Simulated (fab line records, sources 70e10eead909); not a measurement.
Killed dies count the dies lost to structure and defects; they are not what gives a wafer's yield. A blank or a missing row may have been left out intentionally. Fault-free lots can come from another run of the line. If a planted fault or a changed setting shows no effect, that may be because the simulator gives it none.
Problem report in the 8D (eight disciplines) form, filled by code ; flow nand harc ; the parts of the form that need people (team, actions taken, sign-off) are left out

## 1. WHAT IS WRONG
At NHARC_P_CONTACT_SOFTBAKE_07, heater power total W averages 222.61 W over 6 wafers from 2 lots, while fault-free wafers read 188.46 W, standard deviation 0.14. That is +99 or more standard deviations from the usual mean.
The step: time 55 s.
First seen on wafer L729.3, day 13 02:00, on litho track-06. The record has a number at this step for 36 wafers belonging to 12 lots. The rule behind "out" and "out of limits": a value lying over 4 standard deviations away from the usual mean. The rest of the wafers with a number are treated as sound.

## 2. WHAT IT IS, AND WHAT IT ISN'T
question;is;is not
which readings at this step;heater power total W;-
which lots;L729, L731;L712, L713, L714, L715, L717, L718, L719, L721, L723, L725
which wafers of those lots;all that have a number;-
read on which tools;litho track-06;litho track-01, litho track-04
when;from day 13 02:00;up to then (30 sound wafers)

## 3. WHAT RULES OUT EACH SUSPECT
Counting: a tool at a process step up to the reading stays a suspect if it ran every lot that is out and no sound lot after the first of them.
- litho track-06 at NHARC_P_CONTACT_SOFTBAKE_07 (time 55 s): kept. It ran every lot that is out, first L729 (day 13 02:00), and no sound lot after that; its last sound lot up to then is L725 (day 11 04:00). Its own readings are out on those wafers: heater power total W.
After counting, what remains is litho track-06 at NHARC_P_CONTACT_SOFTBAKE_07.

## 4. THE CAUSE (what the simulator had put in)
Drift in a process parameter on litho track-06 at NHARC_P_CONTACT_SOFTBAKE_07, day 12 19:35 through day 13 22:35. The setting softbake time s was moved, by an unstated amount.
Counting left only this tool.

## 5. THE CHAIN OF EFFECTS, in route order
One row per reading whose mean, taken over the struck wafers that have a number, lies over 3 standard deviations from the usual. Only readings for which the record gives a usual standard deviation are gone through. hours: the time from each lot's start at the first step in this table that gives one to its start at this step, as a median over the lots. sigmas: the change in usual standard deviations.
hours;step;reading;usual;on struck wafers;change;sigmas
0;NHARC_P_CONTACT_SOFTBAKE_07;heater power total W;188.46 W;222.61;+34.15;+99 or more
Process steps it contains:
- NHARC_P_CONTACT_SOFTBAKE_07: time 55 s.
Later steps that measure or inspect, where all struck wafers having a row at the step show a number for every such reading and not one has moved that far: NHARC_P_CONTACT_CD_MEAS_12.

## 6. WHAT WOULD HAVE CAUGHT IT SOONER
The fault began at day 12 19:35; the first out-of-limits reading in this record came at day 13 02:00, 6 hours later.
